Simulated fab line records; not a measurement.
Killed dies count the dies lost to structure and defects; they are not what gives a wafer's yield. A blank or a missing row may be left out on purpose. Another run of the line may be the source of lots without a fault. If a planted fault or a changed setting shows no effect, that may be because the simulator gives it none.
Chamber matching / flow nand-harc / NHARC_A_CHANNEL_FILL_D2_ALD_25 on ald-hk-01: 4 sister chambers
The step deposits SiOx, target thk 60 nm, pulse time 10 s, ald cycles 600. 14 wafers are shown with their chamber, then 7 later ones without.

## EACH WAFER AND ITS CHAMBER
wafer=L593.1; chamber=2; heater-power-w (W)=490; heater-power-outer-w (W)=283; precursor-pulse-height-rel=1.013
wafer=L593.2; chamber=3; heater-power-w (W)=508; heater-power-outer-w (W)=270; precursor-pulse-height-rel=0.978
wafer=L593.4; chamber=0; heater-power-w (W)=398; heater-power-outer-w (W)=218; precursor-pulse-height-rel=1.058
wafer=L595.2; chamber=2; heater-power-w (W)=490; heater-power-outer-w (W)=276; precursor-pulse-height-rel=0.991
wafer=L595.5; chamber=1; heater-power-w (W)=489; heater-power-outer-w (W)=263; precursor-pulse-height-rel=1.042
wafer=L595.6; chamber=2; heater-power-w (W)=480; heater-power-outer-w (W)=272; precursor-pulse-height-rel=0.983
wafer=L598.4; chamber=1; heater-power-w (W)=485; heater-power-outer-w (W)=275; precursor-pulse-height-rel=1.000
wafer=L598.2; chamber=0; heater-power-w (W)=392; heater-power-outer-w (W)=216; precursor-pulse-height-rel=0.997
wafer=L598.3; chamber=3; heater-power-w (W)=504; heater-power-outer-w (W)=271; precursor-pulse-height-rel=0.999
wafer=L597.2; chamber=0; heater-power-w (W)=396; heater-power-outer-w (W)=214; precursor-pulse-height-rel=0.994
wafer=L597.4; chamber=3; heater-power-w (W)=510; heater-power-outer-w (W)=276; precursor-pulse-height-rel=1.028
wafer=L597.6; chamber=3; heater-power-w (W)=520; heater-power-outer-w (W)=271; precursor-pulse-height-rel=1.004
wafer=L604.3; chamber=2; heater-power-w (W)=517; heater-power-outer-w (W)=291; precursor-pulse-height-rel=0.992
wafer=L604.1; chamber=3; heater-power-w (W)=499; heater-power-outer-w (W)=276; precursor-pulse-height-rel=0.978

SIGNATURES (means of the wafers above)
reading=heater-power-w; chamber 0=395.33; chamber 1=487.00; chamber 2=494.25; chamber 3=508.20; scatter within a chamber=10.1
reading=heater-power-outer-w; chamber 0=216.00; chamber 1=269.00; chamber 2=280.50; chamber 3=272.80; scatter within a chamber=5.69
reading=precursor-pulse-height-rel; chamber 0=1.01633; chamber 1=1.02100; chamber 2=0.99475; chamber 3=0.99740; scatter within a chamber=0.0239
Rule: for each reading, subtract the chamber's mean from the wafer's reading, divide by that reading's scatter and square the result; add these up over the readings and take the root, which gives the wafer's distance from the chamber. If the next closest chamber is less than 2 further off than the closest, the wafer can't be placed; otherwise it belongs to the closest. How the scatter is found: for the shown wafers, subtract from each reading the mean of its chamber, square and add these, divide the total by (wafers less chambers), then take the root.

## WAFERS WITH NO CHAMBER GIVEN
wafer=L604.4; heater-power-w (W)=403; heater-power-outer-w (W)=228; precursor-pulse-height-rel=0.982
wafer=L606.3; heater-power-w (W)=488; heater-power-outer-w (W)=275; precursor-pulse-height-rel=0.952
wafer=L606.1; heater-power-w (W)=498; heater-power-outer-w (W)=278; precursor-pulse-height-rel=0.992
wafer=L606.5; heater-power-w (W)=479; heater-power-outer-w (W)=277; precursor-pulse-height-rel=0.977
wafer=L607.3; heater-power-w (W)=513; heater-power-outer-w (W)=271; precursor-pulse-height-rel=1.018
wafer=L607.4; heater-power-w (W)=410; heater-power-outer-w (W)=222; precursor-pulse-height-rel=1.038
wafer=L607.5; heater-power-w (W)=514; heater-power-outer-w (W)=275; precursor-pulse-height-rel=1.021

## EACH ONE'S CHAMBER
wafer=L604.4; from the rows above=0; in truth=0
wafer=L606.3; from the rows above=can't be placed: 2 or 3 or 1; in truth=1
wafer=L606.1; from the rows above=can't be placed: 2 or 3 or 1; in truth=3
wafer=L606.5; from the rows above=can't be placed: 2 or 1 or 3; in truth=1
wafer=L607.3; from the rows above=can't be placed: 3 or 1 or 2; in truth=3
wafer=L607.4; from the rows above=0; in truth=0
wafer=L607.5; from the rows above=can't be placed: 3 or 2 or 1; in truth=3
Placed correctly: 2 of 7. Can't be placed from these rows: 5 (the true chamber is among the candidates in 5). Number placed wrongly: 0.
